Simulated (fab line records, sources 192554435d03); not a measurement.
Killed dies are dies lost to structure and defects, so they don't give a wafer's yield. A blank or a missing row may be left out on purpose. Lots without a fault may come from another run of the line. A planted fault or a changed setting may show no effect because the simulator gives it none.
Problem report in the 8D (eight disciplines) form, filled by code | flow n5_finfet | the parts of the form that need people (team, actions taken, sign-off) are left out

1. THE PROBLEM
etch_rf_on_time_s at N5_MOL_CONTACT_COAG_ETCH_65 reads a mean of 7.56 s on 3 wafers of 3 lots; wafers without a fault read 10.55 s with a standard deviation of 0.19. That is -16 standard deviations from the usual mean.
The step: etches underlayer in N2/H2, target depth 13 nm, time 10.4 s.
First seen on wafer L274.1, day 8 22:56, on rie_diel-04. The record holds 22 wafers of 8 lots with a number at this step. Rule for "out", or "out of limits": more than 4 standard deviations from the usual mean. The other wafers with a number count as sound.

2. WHAT IT IS AND WHAT IT IS NOT
question                    | is                     | is not
which readings at this step | etch_rf_on_time_s      | chamber_pressure_mTorr, drypump_motor_current_A, rf_vpp_V, showerhead_plenum_p_Torr, throttle_valve_pct
which lots                  | L274, L276, L277       | L262, L263, L278, L280, L281
which wafers of those lots  | L274.1, L276.5, L277.1 | L274.6, L276.3, L276.4, L277.6
read on which tools         | rie_diel-04            | rie_diel-01, rie_diel-03
when                        | from day 8 22:56       | up to then (7 sound wafers); but 12 sound wafers of L276, L277, L278, L280, L281 came after

3. SUSPECTS, AND WHAT RULES EACH OUT
Counting: a tool at a process step up to the reading stays a suspect if it ran every lot that is out. Sound lots after the first of them don't rule it out here, since some wafers of a struck lot are sound.
- rie_diel-04 at N5_MOL_CONTACT_COAG_ETCH_65 (etches underlayer in N2/H2, target depth 13 nm, time 10.4 s): kept. It ran every lot that is out, first L274 (day 8 22:56); its last sound lot up to then is L263 (day 5 23:05). Its own readings are out on those wafers: etch_rf_on_time_s.
Left after counting: rie_diel-04 at N5_MOL_CONTACT_COAG_ETCH_65.

4. THE CAUSE (what the simulator had put in)
Process parameter drift: rie_diel-04, from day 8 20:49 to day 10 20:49, at N5_MOL_CONTACT_COAG_ETCH_65. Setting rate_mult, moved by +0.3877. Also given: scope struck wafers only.
Counting left only this tool.

5. THE CHAIN OF EFFECTS, in route order
Each row: a reading whose mean over the struck wafers that have a number lies more than 3 standard deviations from the usual. Only readings for which the record gives a usual standard deviation are gone through. hours: the time from each lot's start at the first step in this table that gives one to its start at this step, as a median over the lots. sigmas: the change in usual standard deviations.
hours | step                        | reading           | usual   | on struck wafers | change | sigmas
0     | N5_MOL_CONTACT_COAG_ETCH_65 | etch_rf_on_time_s | 10.55 s | 7.56             | -2.99  | -16
The process steps in it:
- N5_MOL_CONTACT_COAG_ETCH_65: etches underlayer in N2/H2, target depth 13 nm, time 10.4 s.
Later measuring or inspecting steps at which every struck wafer that the step has a row for has a number for every such reading, and none has moved that far: N5_BEOL_M4_RC_MEAS_101.

6. WHAT WOULD HAVE CAUGHT IT SOONER
In this record the first reading out of limits was taken at day 8 22:56, 2 hours after the fault began at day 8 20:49.
